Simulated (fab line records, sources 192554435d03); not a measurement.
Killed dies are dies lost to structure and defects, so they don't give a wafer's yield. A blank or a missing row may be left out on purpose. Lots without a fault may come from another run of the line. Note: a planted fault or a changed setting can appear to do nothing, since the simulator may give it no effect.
Chamber matching + flow n5Finfet + N5_BEOL_M14_ETCH_67 on rieDiel-01: 4 sister chambers
The step etches SiARC in CF4, target depth 143 nm, time 238.3 s. 7 wafers are shown with their chamber, then 12 later ones without.

== WAFERS PAIRED WITH THEIR CHAMBERS ==
| wafer  | chamber | drypumpMotorCurrentA (A) | oesProductAu (a.u.) |
|--------|---------|--------------------------|---------------------|
| L079.4 | 0       | 6.3                      | 0.61                |
| L086.6 | 3       | 6.3                      | 0.61                |
| L087.5 | 1       | 5.7                      | 0.62                |
| L087.6 | 2       | 5.2                      | 0.72                |
| L092.1 | 1       | 5.7                      | 0.61                |
| L092.2 | 2       | 5.2                      | 0.70                |
| L092.3 | 0       | 6.4                      | 0.59                |

== WAFERS WITHOUT THEIR CHAMBER ==
| wafer  | drypumpMotorCurrentA (A) | oesProductAu (a.u.) |
|--------|--------------------------|---------------------|
| L092.4 | 6.4                      | 0.59                |
| L092.5 | 5.2                      | 0.70                |
| L092.6 | 5.7                      | 0.60                |
| L093.1 | 6.4                      | 0.59                |
| L093.2 | 5.2                      | 0.70                |
| L093.3 | 5.7                      | 0.61                |
| L093.4 | 5.2                      | 0.70                |
| L093.5 | 5.7                      | 0.61                |
| L093.6 | 6.3                      | 0.58                |
| L095.2 | 5.7                      | 0.61                |
| L095.3 | 5.7                      | 0.60                |
| L095.6 | 5.7                      | 0.61                |

== THE CHAMBER EACH PASSED THROUGH ==
| wafer  | from the rows above     | in truth |
|--------|-------------------------|----------|
| L092.4 | can't be placed: 0 or 3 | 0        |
| L092.5 | 2                       | 2        |
| L092.6 | 1                       | 1        |
| L093.1 | can't be placed: 0 or 3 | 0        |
| L093.2 | 2                       | 2        |
| L093.3 | 1                       | 1        |
| L093.4 | 2                       | 2        |
| L093.5 | 1                       | 1        |
| L093.6 | can't be placed: 0 or 3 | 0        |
| L095.2 | 1                       | 1        |
| L095.3 | 1                       | 1        |
| L095.6 | 1                       | 1        |
9 of 12 placed correctly. Can't be placed from these rows: 3 (the true chamber is among the candidates in 3). Placed wrongly: 0.
How it was worked out, from the rows above alone: a wafer's distance from a chamber is the root of the sum, over the readings, of the square of ((its reading less the chamber's mean) divided by the reading's scatter). The wafer belongs to the nearest chamber; if the next one is less than 2 further off, it can't be placed. Each chamber's mean is taken over the wafers shown for it. How the scatter is found: for the shown wafers, subtract from each reading the mean of its chamber, square and add these, divide the total by (wafers less chambers), then take the root.
